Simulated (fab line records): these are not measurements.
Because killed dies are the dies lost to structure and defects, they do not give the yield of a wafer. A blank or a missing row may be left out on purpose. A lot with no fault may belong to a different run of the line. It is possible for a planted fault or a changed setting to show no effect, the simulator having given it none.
Which tool was responsible? || flow n5Finfet || 10 lots with 30 wafers sampled at 2 steps, on a route of 1938 steps

## WHAT EACH GAUGE READ, for each wafer
N5_MIM_TOP_LITHO_OVL_MEAS_11.
{"lot": "L315", "measured": "day 13 00:06", "on": "overlay-02", "MIM_TOP_OVL (nm)": "11 9 9"}
{"lot": "L314", "measured": "day 13 06:57", "on": "overlay-02", "MIM_TOP_OVL (nm)": "6 -6 -1"}
{"lot": "L317", "measured": "day 13 17:47", "on": "overlay-02", "MIM_TOP_OVL (nm)": "10 3 6"}
{"lot": "L319", "measured": "day 13 18:53", "on": "overlay-02", "MIM_TOP_OVL (nm)": "-3 1 -8"}
{"lot": "L318", "measured": "day 13 23:58", "on": "overlay-01", "MIM_TOP_OVL (nm)": "-5 -7 -5"}
{"lot": "L320", "measured": "day 14 06:08", "on": "overlay-02", "MIM_TOP_OVL (nm)": "-7 4 -10"}
{"lot": "L325", "measured": "day 15 19:45", "on": "overlay-01", "MIM_TOP_OVL (nm)": "-10 2 -1"}
{"lot": "L332", "measured": "day 16 15:52", "on": "overlay-01", "MIM_TOP_OVL (nm)": "0 -2 -3"}
{"lot": "L331", "measured": "day 16 23:05", "on": "overlay-02", "MIM_TOP_OVL (nm)": "5 16 6"}
{"lot": "L337", "measured": "day 18 18:22", "on": "overlay-01", "MIM_TOP_OVL (nm)": "7 5 5"}

## WHAT TOOL EACH LOT RAN ON (gives the tool, then ch and the chambers of the sampled wafers, and finally the start)
{"lot": "L315", "N5_BEOL_M8_TRENCH_ETCH_37": "rieDiel-01 ch 0,1, day 10 13:14"}
{"lot": "L314", "N5_BEOL_M8_TRENCH_ETCH_37": "rieDiel-03 ch 1,2, day 10 14:45"}
{"lot": "L317", "N5_BEOL_M8_TRENCH_ETCH_37": "rieDiel-03 ch 0,1, day 11 06:18"}
{"lot": "L319", "N5_BEOL_M8_TRENCH_ETCH_37": "rieDiel-06 ch 0,1,2, day 11 10:19"}
{"lot": "L318", "N5_BEOL_M8_TRENCH_ETCH_37": "rieDiel-03 ch 1,2,3, day 11 10:36"}
{"lot": "L320", "N5_BEOL_M8_TRENCH_ETCH_37": "rieDiel-06 ch 0,2,3, day 11 13:52"}
{"lot": "L325", "N5_BEOL_M8_TRENCH_ETCH_37": "rieDiel-03 ch 0,1,2, day 13 09:23"}
{"lot": "L332", "N5_BEOL_M8_TRENCH_ETCH_37": "rieDiel-06 ch 1,2,3, day 14 12:51"}
{"lot": "L331", "N5_BEOL_M8_TRENCH_ETCH_37": "rieDiel-01 ch 0,1,3, day 14 15:44"}
{"lot": "L337", "N5_BEOL_M8_TRENCH_ETCH_37": "rieDiel-03 ch 1,2,3, day 16 10:58"}
- N5_BEOL_M8_TRENCH_ETCH_37: etches SiCOH lowk in C4F6/O2, target depth 93.478 nm, time 31.2 s.

## AS READ BY THE TOOLS THEMSELVES (means over the sampled wafers that have a number; for cases with no such wafer, the mark the record gives instead)
N5_BEOL_M8_TRENCH_ETCH_37.
{"lot": "L315", "tool": "rieDiel-01", "drypumpMotorCurrentA (A)": 5.4, "mfcArSccm (sccm)": 299.9, "oesProductAu (a.u.)": 0.71, "rfVppV (V)": 669, "showerheadPlenumPTorr (Torr)": 2.87, "throttleValvePct (%)": 21.14}
{"lot": "L314", "tool": "rieDiel-03", "drypumpMotorCurrentA (A)": 5.7, "mfcArSccm (sccm)": 299.4, "oesProductAu (a.u.)": 0.96, "rfVppV (V)": 667, "showerheadPlenumPTorr (Torr)": 2.97, "throttleValvePct (%)": 21.05}
{"lot": "L317", "tool": "rieDiel-03", "drypumpMotorCurrentA (A)": 5.4, "mfcArSccm (sccm)": 300.7, "oesProductAu (a.u.)": 0.79, "rfVppV (V)": 666, "showerheadPlenumPTorr (Torr)": 2.79, "throttleValvePct (%)": 21.01}
{"lot": "L319", "tool": "rieDiel-06", "drypumpMotorCurrentA (A)": 5.8, "mfcArSccm (sccm)": 299.1, "oesProductAu (a.u.)": 0.84, "rfVppV (V)": 671, "showerheadPlenumPTorr (Torr)": 2.79, "throttleValvePct (%)": 20.68}
{"lot": "L318", "tool": "rieDiel-03", "drypumpMotorCurrentA (A)": 6.0, "mfcArSccm (sccm)": 299.6, "oesProductAu (a.u.)": 0.88, "rfVppV (V)": 672, "showerheadPlenumPTorr (Torr)": 2.98, "throttleValvePct (%)": 20.97}
{"lot": "L320", "tool": "rieDiel-06", "drypumpMotorCurrentA (A)": 5.8, "mfcArSccm (sccm)": 301.3, "oesProductAu (a.u.)": 0.83, "rfVppV (V)": 674, "showerheadPlenumPTorr (Torr)": 2.80, "throttleValvePct (%)": 20.94}
{"lot": "L325", "tool": "rieDiel-03", "drypumpMotorCurrentA (A)": 5.6, "mfcArSccm (sccm)": 299.9, "oesProductAu (a.u.)": 0.83, "rfVppV (V)": 669, "showerheadPlenumPTorr (Torr)": 2.88, "throttleValvePct (%)": 21.07}
{"lot": "L332", "tool": "rieDiel-06", "drypumpMotorCurrentA (A)": 5.4, "mfcArSccm (sccm)": 299.7, "oesProductAu (a.u.)": 0.84, "rfVppV (V)": 665, "showerheadPlenumPTorr (Torr)": 2.80, "throttleValvePct (%)": 20.79}
{"lot": "L331", "tool": "rieDiel-01", "drypumpMotorCurrentA (A)": 5.4, "mfcArSccm (sccm)": 300.3, "oesProductAu (a.u.)": 0.77, "rfVppV (V)": 670, "showerheadPlenumPTorr (Torr)": 2.92, "throttleValvePct (%)": 21.06}
{"lot": "L337", "tool": "rieDiel-03", "drypumpMotorCurrentA (A)": 6.0, "mfcArSccm (sccm)": 300.6, "oesProductAu (a.u.)": 0.82, "rfVppV (V)": 671, "showerheadPlenumPTorr (Torr)": 2.96, "throttleValvePct (%)": 21.04}

## THE ANSWER, worked out from the rows above alone
Rule: usual is defined by the lots themselves. The widest of any qualifying gaps counts: lots, ordered by their means at a reading, are off when they make up no more than a third of the lots, leave a main group of 4 or more, and stand apart from it by 3 or more times the standard deviation of that group's means. A main group is skipped when, at the precision printed for the reading in the tables above, its means are all equal. Also off: a lot with no number at a reading for which 4 or more lots have one. Where the step has rows for the other lots, those lots are counted as sound. First the gauges in route order, then the tools' own readings, where a lot's mean is used as printed above. The first step at which some lot is off is used, and at that step the reading that is off furthest; a lot without a number counts as furthest.
None of the lots is off at any reading shown; this tells nothing.

## WHAT THE SIMULATOR HAD INSERTED
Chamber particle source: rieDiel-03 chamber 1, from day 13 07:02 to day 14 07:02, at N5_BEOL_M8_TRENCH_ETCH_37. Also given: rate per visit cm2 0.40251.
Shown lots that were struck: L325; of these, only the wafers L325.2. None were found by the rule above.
